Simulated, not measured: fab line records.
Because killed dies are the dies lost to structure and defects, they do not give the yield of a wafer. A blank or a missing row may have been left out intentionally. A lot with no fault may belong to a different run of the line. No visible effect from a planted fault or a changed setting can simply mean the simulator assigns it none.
Chamber matching ; flow n5_finfet ; N5_BEOL_M4_ALD_98 on ald_sin-02: 4 sister chambers
The step deposits SiO2, target thk 2.5 nm, pulse time 1 s, co reactant pulse time 1 s. 22 wafers are shown with their chamber, then 11 later ones without.

== EACH WAFER AND ITS CHAMBER ==
wafer;chamber;heater_power_w (W);heater_power_outer_w (W);susceptor_temp_C (C)
L074.3;0;73;39;100.00
L074.4;2;78;42;99.99
L074.6;1;96;50;99.89
L075.3;1;97;50;99.83
L075.4;0;73;38;100.11
L075.5;3;85;44;100.23
L079.2;0;75;39;100.13
L079.3;1;95;50;100.09
L079.6;1;95;50;100.19
L080.2;0;74;38;100.06
L080.3;1;94;49;100.07
L080.4;3;88;45;100.03
L081.1;3;86;45;100.16
L081.3;2;77;42;100.06
L081.4;1;97;50;100.08
L086.2;3;88;45;100.17
L086.3;2;78;43;100.09
L086.6;2;78;42;100.13
L088.3;0;74;39;100.22
L088.4;1;95;50;100.01
L088.6;1;94;51;99.97
L087.2;1;97;49;99.82

SIGNATURES (means of the wafers above)
reading;chamber 0;chamber 1;chamber 2;chamber 3;scatter within a chamber
heater_power_w;73.80;95.56;77.75;86.75;1.12
heater_power_outer_w;38.60;49.89;42.25;44.75;0.557
susceptor_temp_C;100.1040;99.9944;100.0675;100.1475;0.102
Rule: for a wafer and a chamber, the distance is found by dividing, reading by reading, the gap between the wafer's reading and the chamber's mean by the reading's scatter, squaring, summing and taking the root. If the next closest chamber is less than 2 further off than the closest, the wafer can't be placed; otherwise it belongs to the closest. The scatter is the square root of a quotient: the sum, over the shown wafers, of each reading's squared deviation from its chamber's mean, divided by wafers minus chambers.

== WAFERS WITHOUT THEIR CHAMBER ==
wafer;heater_power_w (W);heater_power_outer_w (W);susceptor_temp_C (C)
L087.4;80;41;99.93
L087.5;78;42;99.84
L090.1;97;50;99.84
L090.5;74;38;100.10
L090.6;97;49;99.98
L093.1;75;39;100.15
L093.3;78;43;100.00
L093.6;86;44;100.05
L092.1;79;42;100.05
L092.2;75;39;99.87
L092.4;97;51;100.14

== CHAMBER TAKEN BY EACH ==
wafer;from the rows above;in truth
L087.4;2;2
L087.5;2;2
L090.1;1;1
L090.5;0;0
L090.6;1;1
L093.1;0;0
L093.3;2;2
L093.6;3;3
L092.1;2;2
L092.2;0;0
L092.4;1;1
11 of 11 placed correctly. Can't be placed from these rows: 0. Placed wrongly: 0.
